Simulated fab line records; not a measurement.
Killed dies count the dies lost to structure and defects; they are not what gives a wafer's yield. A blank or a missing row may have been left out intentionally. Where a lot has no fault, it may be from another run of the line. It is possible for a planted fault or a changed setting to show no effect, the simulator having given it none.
Which tool is to blame?	flow nand harc	36 wafers from 12 lots sampled at 2 of the route's 1302 steps

== WHAT EACH GAUGE READ, for each wafer ==
NHARC_A_BONDPAD_THK_MEAS_30: measures by ellipsometry.
lot	measured	on	thk nm (nm)
L074	day 23 10:16	film metro-01	204.9 198.3 204.3
L077	day 24 20:20	film metro-02	199.2 198.7 199.3
L078	day 25 01:27	film metro-02	197.6 198.1 196.9
L081	day 26 16:42	film metro-02	200.8 198.4 200.2
L082	day 27 00:14	film metro-02	198.0 198.7 198.9
L085	day 27 13:32	film metro-01	198.3 197.7 197.8
L088	day 28 16:04	film metro-02	199.6 195.5 197.0
L087	day 28 23:27	film metro-01	195.4 199.2 197.9
L092	day 30 10:43	film metro-01	201.1 197.9 199.3
L093	day 31 01:11	film metro-01	201.6 200.4 198.5
L094	day 32 09:47	film metro-02	202.4 203.0 200.0
L096	day 32 15:41	film metro-02	201.5 200.9 200.1

== WHICH TOOL RAN EACH LOT (tool, then ch and the chambers of the sampled wafers, then the start) ==
lot	NHARC_A_BONDPAD_DEP_00
L074	pecvd-01 ch 0,1,2, day 23 09:40
L077	pecvd-03 ch 0,1, day 24 19:43
L078	pecvd-03 ch 0,2, day 25 01:27 or earlier
L081	pecvd-02 ch 0,1,2, day 26 16:05
L082	pecvd-02 ch 0,1,2, day 26 23:35
L085	pecvd-02 ch 0,1,2, day 27 13:01
L088	pecvd-01 ch 0,1,2, day 28 15:26
L087	pecvd-03 ch 0,1, day 28 23:27 or earlier
L092	pecvd-01 ch 0,1,2, day 30 10:07
L093	pecvd-01 ch 0,1, day 31 01:11 or earlier
L094	pecvd-02 ch 1,2, day 32 09:08
L096	pecvd-01 ch 1,2, day 32 15:01
- NHARC_A_BONDPAD_DEP_00: deposits SiCN, target thk 250 nm.

== THE ANSWER, worked out from the rows above alone ==
Rule: what is usual is taken from the lots themselves. Put in order of their means at a reading, lots are off if they are a third of the lots or fewer, leave a main group of 4 or more, and stand apart from it by a gap of 3 or more times the standard deviation of the main group's means; of several such gaps the widest counts. The tables above print the reading to a certain number of digits; a main group whose means all agree to those digits is not used. Also off: a lot with no number at a reading for which 4 or more lots have one. The other lots that the step has rows for count as sound.
Across all readings shown, no lot is off: no conclusion can be drawn from this.

== WHAT THE SIMULATOR PUT IN ==
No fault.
